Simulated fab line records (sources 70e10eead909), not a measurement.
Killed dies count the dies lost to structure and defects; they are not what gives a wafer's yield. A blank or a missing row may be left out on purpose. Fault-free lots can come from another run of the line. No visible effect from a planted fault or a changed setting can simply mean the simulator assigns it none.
fab line records -- flow nandHarc
[record] lots = 6, wafers = 17, lastDay = 33
route steps=1302 shown A_BONDPAD@1225 HYBRID_BOND@1237 END@1302
lots that met no fault: taken from a fault-free run of the same line
startH: the number of hours between the record's first day and the start of the first shown wafer of the lot -- waitH: how many hours have passed since the lot's step before this one -- " as in the row above -- L1.1+2: a row that stands for several wafers -- - either no value or no given start -- * or withheld: withheld -- < > ~ a bound
route shown NAME@n: NAME is a module with steps in the file, n the number in the route of the first one -- usual: mean/standard deviation taken from wafers without a fault -- same: alike in all rows -- chamber/n: place in a boat -- sites: readings site by site -- _std_site: how widely they spread, as a standard deviation -- _edge_site: the outer-site mean with the inner-site mean subtracted -- radiusMm: for every site, how far away it sits from the centre of the wafer -- mask NAME#n: copy n -- behind: tool/chamber where the wafer was last shaped -- hold: why the lot was held/for how many hours/how that ended -- device: the transistor (n, p or np) that didn't switch -- end of line: tests of these same wafers at the route's end -- a step given without rows: its recipe and nothing more -- killed: the dies lost at the first sort to structure and to defects; this is not the yield of the wafer -- map: shows each die of a wafer: x if killed, . if not, _ if none is there
set.NAME: setting as actually run; set.NAME@STEP: the setting as run at that earlier step -- model.NAME: the simulator's own value behind a step, which no gauge read
lots at selected steps of the route; one table per step, one row per wafer
services: from which hour (startH, from the record's first day; less than 0 if before it) a tool's chamber was out of use, for how many hours, and why
[[steps]]
[step NHARC_A_BONDPAD_DEGAS_25]
[recipe] tempC = 300, timeS = 60
[step NHARC_A_BONDPAD_PRE_CLEAN_26]
[recipe] timeS = 30, tempC = 280, gas = H2/He
[usual] heaterPowerW = 400/52
lot.wafer,tool,chamber,startH,waitH,heaterPowerW
L211.3,pvdSputter-03,-,-,-,396
L211.1,pvdSputter-03,-,-,-,500
L211.4,pvdSputter-03,-,-,-,449
L214.4,pvdSputter-01,-,-,-,453
L214.1,pvdSputter-01,-,-,-,419
L214.6,pvdSputter-01,-,-,-,358
L221.5,pvdSputter-03,-,-,-,390
L221.6,pvdSputter-03,-,-,-,494
L222.4,pvdSputter-03,-,-,-,433
L222.3,pvdSputter-03,-,-,-,381
L222.6,pvdSputter-03,-,-,-,411
L229.1,pvdSputter-03,-,-,-,392
L229.5,pvdSputter-03,-,-,-,417
L229.6,pvdSputter-03,-,-,-,385
L230.4,pvdSputter-02,-,-,-,358
L230.2,pvdSputter-02,-,-,-,376
L230.5,pvdSputter-02,-,-,-,444
[step NHARC_A_BONDPAD_PVD_17]
[recipe] targetThkA = 50, biasV = 168.6, powerW = 15000, chamberPressurePa = 0.12, timeS = 8.06, substrateTempC = 50, material = TaN
[usual] cathodeDcPowerW = 15000/2.8, throttleValvePct = 30.1/1.3
lot.wafer,tool,chamber,startH,waitH,cathodeDcPowerW,throttleValvePct
L211.4,pvdSputter-03,-,-,-,15003,30.7
L211.3,pvdSputter-03,-,-,-,14999,28.8
L211.1,pvdSputter-03,-,-,-,14998,29.3
L214.4,pvdSputter-01,-,-,-,15002,30.4
L214.1,pvdSputter-01,-,-,-,14995,28.7
L214.6,pvdSputter-01,-,-,-,14999,28.8
L221.6,pvdSputter-03,-,-,-,15001,28.5
L221.5,pvdSputter-03,-,-,-,15000,29.4
L222.4,pvdSputter-03,-,-,-,15003,31.0
L222.3,pvdSputter-03,-,-,-,14995,28.6
L222.6,pvdSputter-03,-,-,-,15006,29.4
L229.1,pvdSputter-03,-,-,-,15001,28.4
L229.5,pvdSputter-03,-,-,-,15004,29.3
L229.6,pvdSputter-03,-,-,-,15001,30.9
L230.2,pvdSputter-02,-,-,-,15003,29.8
L230.4,pvdSputter-02,-,-,-,15004,32.1
L230.5,pvdSputter-02,-,-,-,15000,32.2
[step NHARC_A_BONDPAD_PVD_27]
[recipe] targetThkA = 300, chamberPressurePa = 5, powerW = 5000, substrateTempC = 30, timeS = 20.49, material = Cu
[usual] cathodeDcPowerW = 5000.0/0.86, throttleValvePct = 30.0/1.3
lot.wafer,tool,chamber,startH,waitH,cathodeDcPowerW,throttleValvePct
L211.3,pvdSputter-03,-,-,-,4998.2,29.4
L211.4,pvdSputter-03,-,-,-,5000.5,30.8
L211.1,pvdSputter-03,-,-,-,4999.1,28.4
L214.1,pvdSputter-01,-,-,-,5000.3,31.9
L214.4,pvdSputter-01,-,-,-,4999.1,30.6
L214.6,pvdSputter-01,-,-,-,5000.5,31.9
L221.6,pvdSputter-03,-,-,-,5000.0,28.7
L221.5,pvdSputter-03,-,-,-,4999.8,29.3
L222.3,pvdSputter-03,-,-,-,5000.5,30.8
L222.4,pvdSputter-03,-,-,-,4999.4,28.7
L222.6,pvdSputter-03,-,-,-,4999.3,30.6
L229.1,pvdSputter-03,-,-,-,5001.7,29.5
L229.6,pvdSputter-03,-,-,-,5000.0,31.6
L229.5,pvdSputter-03,-,-,-,5000.1,28.2
L230.4,pvdSputter-02,-,-,-,5000.6,29.4
L230.2,pvdSputter-02,-,-,-,4997.8,32.2
L230.5,pvdSputter-02,-,-,-,5000.0,29.3
[step NHARC_A_BONDPAD_ECD_18]
[recipe] targetThkA = 4000, bathTempC = 25, material = Cu
[step NHARC_A_BONDPAD_ANNEAL_28]
[recipe] tempC = 225, timeS = 90
[usual] wafer_temp_C_max = 225.55/0.19
lot.wafer,tool,chamber,startH,waitH,wafer_temp_C_max
L211.1,rtpAnneal-01,0,580.10,-,225.43
L211.3,rtpAnneal-01,0,580.10,-,225.43
L211.4,rtpAnneal-01,0,580.10,-,225.39
L214.1,rtpAnneal-02,0,610.09,-,225.36
L214.4,rtpAnneal-02,0,610.09,-,225.32
L214.6,rtpAnneal-02,0,610.09,-,225.34
L221.5,rtpAnneal-02,0,670.30,0.3,225.37
L221.6,rtpAnneal-02,0,670.30,0.3,225.73
L222.3,rtpAnneal-02,0,671.58,0.3,225.52
L222.4,rtpAnneal-02,0,671.58,0.3,225.87
L222.6,rtpAnneal-02,0,671.58,0.3,225.86
L229.1,rtpAnneal-01,0,754.37,-,225.42
L229.5,rtpAnneal-01,0,754.37,-,225.46
L229.6,rtpAnneal-01,0,754.37,-,225.20
L230.2,rtpAnneal-01,0,755.94,0.4,225.78
L230.4,rtpAnneal-01,0,755.94,0.4,225.67
L230.5,rtpAnneal-01,0,755.94,0.4,225.81
[step NHARC_A_BONDPAD_CMP_19]
[recipe] tOverpolishS = 30, cuRecessTouchS = 16, targetThkNm = 169.82
[usual] edgeZonePressureFrac = 1.000/0.0047, motorCurrentA = 11.6/1.2, overpolishRunS = 30.000/0.0097
lot.wafer,tool,chamber,startH,waitH,edgeZonePressureFrac,motorCurrentA,overpolishRunS
L211.1,cmp-02,2,580.71,-,0.999,11.2,29.986
L211.4,cmp-02,0,580.71,-,1.008,11.3,29.993
L211.3,cmp-02,1,580.71,-,1.007,11.0,30.003
L214.1,cmp-04,2,610.46,-,1.005,11.3,29.992
L214.4,cmp-04,3,610.46,-,0.998,11.8,29.993
L214.6,cmp-04,2,610.46,-,0.989,10.8,30.008
L221.5,cmp-01,0,670.55,-,1.006,15.0,29.997
L221.6,cmp-01,1,670.55,-,1.000,10.5,29.994
L222.3,cmp-02,1,671.82,-,0.998,10.4,30.004
L222.4,cmp-02,0,671.82,-,0.992,11.1,29.990
L222.6,cmp-02,2,671.82,-,1.001,10.9,29.990
L229.1,cmp-01,1,754.71,-,0.998,10.4,30.002
L229.5,cmp-01,1,754.71,-,1.006,10.3,29.990
L229.6,cmp-01,2,754.71,-,0.999,12.0,30.002
L230.4,cmp-04,1,756.26,-,1.003,10.7,29.989
L230.2,cmp-04,2,756.26,-,1.000,10.3,29.990
L230.5,cmp-04,1,756.26,-,1.002,11.4,30.000
[step NHARC_A_BONDPAD_THK_MEAS_20]
[recipe] thkMeasGauge = xrf
[usual] thkNm = 169.5/1.5
lot.wafer,tool,chamber,startH,waitH,thkNm
L211.1,filmMetro-02,-,581.04,-,168.7
L211.3,filmMetro-02,-,581.04,-,167.4
L211.4,filmMetro-02,-,581.04,-,168.5
L214.1,filmMetro-01,-,610.76,-,168.2
L214.4,filmMetro-01,-,610.76,-,171.2
L214.6,filmMetro-01,-,610.76,-,168.9
L221.5,filmMetro-02,-,670.76,-,169.6
L221.6,filmMetro-02,-,670.76,-,171.6
L222.3,filmMetro-01,-,672.16,-,168.1
L222.4,filmMetro-01,-,672.16,-,171.3
L222.6,filmMetro-01,-,672.16,-,170.8
L229.1,filmMetro-02,-,755.03,-,171.4
L229.5,filmMetro-02,-,755.03,-,172.8
L229.6,filmMetro-02,-,755.03,-,171.4
L230.2,filmMetro-02,-,756.56,-,169.8
L230.4,filmMetro-02,-,756.56,-,169.0
L230.5,filmMetro-02,-,756.56,-,167.7
[step NHARC_A_BONDPAD_SRD_21]
[recipe] timeS = 30, tempC = 23, dryTimeS = 20, spinRpm = 1500
[step NHARC_A_BONDPAD_INSPECT_23]
[usual] rawDefectCount = 548/140
lot.wafer,tool,chamber,startH,waitH,rawDefectCount
L211.1,defectInspect-01,-,581.26,0.0,573
L211.3,defectInspect-01,-,581.26,0.0,726
L211.4,defectInspect-01,-,581.26,0.0,520
L214.1,defectInspect-01,-,610.98,0.0,543
L214.4,defectInspect-01,-,610.98,0.0,511
L214.6,defectInspect-01,-,610.98,0.0,456
L221.5,defectInspect-02,-,670.96,0.0,547
L221.6,defectInspect-02,-,670.96,0.0,621
L222.3,defectInspect-01,-,672.36,0.0,456
L222.4,defectInspect-01,-,672.36,0.0,547
L222.6,defectInspect-01,-,672.36,0.0,514
L229.1,defectInspect-01,-,755.23,0.0,381
L229.5,defectInspect-01,-,755.23,0.0,405
L229.6,defectInspect-01,-,755.23,0.0,563
L230.2,defectInspect-01,-,756.76,0.0,480
L230.4,defectInspect-01,-,756.76,0.0,360
L230.5,defectInspect-01,-,756.76,0.0,509
[step NHARC_HYBRID_BOND_ACTIVATE_00]
[recipe] timeS = 60, n2FlowSccm = 200, arFlowSccm = 0, biasPowerW = 0, chemistry = N2
[usual] drypumpMotorCurrentA = 5.7/0.55, oesProductAu = 1.000/0.0068, rfVppV = 64.2/0.9, runLengthS = 81.3/0.33, showerheadPlenumPTorr = 1.76/0.083
lot.wafer,tool,chamber,startH,waitH,drypumpMotorCurrentA,oesProductAu,rfHoursCounterH,rfVppV,runLengthS,showerheadPlenumPTorr
L211.3,rieDiel-01,2,581.32,0.1,6.0,1.007,6,65.4,80.5,1.77
L211.1,rieDiel-01,3,581.32,0.1,5.7,0.996,6,62.8,80.6,1.67
L211.4,rieDiel-01,1,581.32,0.1,5.4,1.012,3,62.7,81.3,1.88
L214.4,rieDiel-09,1,611.04,0.1,6.6,1.006,8,63.9,81.5,1.64
L214.1,rieDiel-09,0,611.04,0.1,5.0,1.000,10,64.9,81.4,1.75
L214.6,rieDiel-09,1,611.04,0.1,6.6,1.000,-,63.6,81.6,1.64
L221.6,rieDiel-09,2,671.07,0.1,6.1,0.992,-,65.0,81.7,1.75
L221.5,rieDiel-09,3,671.07,0.1,5.3,0.990,-,66.3,79.1,1.89
L222.3,rieDiel-09,2,672.42,0.1,6.1,1.000,16,65.5,81.4,1.75
L222.4,rieDiel-09,3,672.42,0.1,5.2,0.988,17,64.8,79.2,1.89
L222.6,rieDiel-09,2,672.42,0.1,6.1,1.003,-,64.1,81.4,1.75
L229.1,rieDiel-13,1,755.31,0.1,5.3,0.995,20,66.2,80.6,1.78
L229.6,rieDiel-13,0,755.31,0.1,6.4,0.995,-,64.0,81.2,1.72
L229.5,rieDiel-13,1,755.31,0.1,5.2,0.997,-,64.9,80.6,1.78
L230.4,rieDiel-13,3,756.90,0.1,5.8,0.986,16,64.2,81.3,1.65
L230.2,rieDiel-13,0,756.90,0.1,6.4,0.994,17,64.6,81.7,1.72
L230.5,rieDiel-13,1,756.90,0.1,5.3,1.004,-,64.3,80.6,1.78
[step NHARC_HYBRID_BOND_PRECLEAN_01]
[recipe] timeS = 300, tempC = 23, chemistry = DIW
[step NHARC_END_SORT_01]
[recipe] tempC = 25
[usual] defectLimitedYield = 90/3.3, killedAtArray = 61/22, killedAtOther = 0.8/1, killedAtPeriphery = 3.8/2.3, killedDies = 66/22, killedOpen = 3.2/1.9, killedShort = 2.8/1.8
[same] grossDies = 677
lot.wafer,tool,chamber,startH,waitH,defectLimitedYield[%],killedAtArray,killedAtOther,killedAtPeriphery,killedDies,killedOpen,killedShort
L222.3,prober-01,0,697.97,3.1,90,58,1,8,67,1,2
L222.4,prober-01,0,698.76,3.4,91,60,1,1,62,3,1
L222.6,prober-01,0,700.35,4.0,91,55,1,8,64,3,4
// killed by level:class
L222.3 A_CHANNEL_HOLE_D1:chamberFilmFlake=43 A_SLIT:chamberFilmFlake=4 P_ZERO_WELL:chamberFilmFlake=3 P_CONTACT:chamberFilmFlake=3 A_CONTACT:chamberFilmFlake=3 A_BLC:chamberFilmFlake=3 P_GATE:chamberFilmFlake=2 A_ONON_D1:geometricParticle:open=1
L222.4 A_CHANNEL_HOLE_D1:chamberFilmFlake=39 A_WL_FILL:chamberFilmFlake=6 A_SLIT:chamberFilmFlake=4 A_CONTACT:chamberFilmFlake=3 A_BLC:chamberFilmFlake=3 A_ONON_D2:geometricParticle:short=1 A_CHANNEL_HOLE_D2:geometricParticle:open=1 A_CHANNEL_FILL_D2:geometricParticle:open=1
L222.6 A_CHANNEL_HOLE_D1:chamberFilmFlake=38 P_GATE:chamberFilmFlake=3 P_CONTACT:chamberFilmFlake=3 A_WL_FILL:chamberFilmFlake=3 A_BLC:chamberFilmFlake=3 A_WL_FILL:geometricParticle:short=2 A_SLIT:chamberFilmFlake=2 A_CONTACT:chamberFilmFlake=2
[[services]]
tool,chamber,startH,hours,kind
rieDiel-09,2,555.63,2.9,repair
rieDiel-09,1,557.94,14.2,repair
pvdSputter-01,-,582.04,10.0,pm
pvdSputter-02,-,587.36,6.5,repair
cmp-02,-,595.13,6.1,repair
cmp-04,-,601.01,4.0,pm
cmp-04,-,609.01,0.3,repair
rieDiel-09,-,615.18,1.3,repair
cmp-02,-,626.20,4.0,pm
pvdSputter-02,-,626.81,1.1,repair
rieDiel-13,2,631.53,1.6,repair
pvdSputter-02,-,638.10,10.0,pm
cmp-02,-,642.66,2.8,repair
pvdSputter-02,-,648.14,0.6,repair
cmp-04,-,659.30,0.9,repair
cmp-02,-,666.00,2.1,repair
cmp-02,-,668.28,1.1,repair
rieDiel-09,-,674.35,9.0,pm
pvdSputter-02,-,693.56,4.2,repair
rieDiel-13,-,698.48,9.0,pm
cmp-04,-,699.01,4.0,pm
rieDiel-09,1,702.22,16.5,repair
pvdSputter-03,-,704.00,10.0,pm
rtpAnneal-02,-,744.01,12.0,pm
[[key]]
[firstSign] step = NHARC_HYBRID_BOND_ACTIVATE_00, reading = runLengthS, direction = down, sigmas = 6.5, usual = *, struck = *
effect none on later readings
metAt NHARC_HYBRID_BOND_ACTIVATE_00
struckWafers L221.5,L222.4
sortLeftOut L221.5
onsetBetween 611.04 671.07
[fault] kind = processParameterDrift, tool = rieDiel-09, chamber = -, onsetH = 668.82, steps = NHARC_HYBRID_BOND_ACTIVATE_00, channel = timeS, offset = *, shape = step, endH = 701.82, scope = struckWafersOnly, actsIn = *, stated = *
// sortLeftOut: the simulated sort isn't trusted on such a fault, so these wafers' sort isn't shown, and their yield isn't known
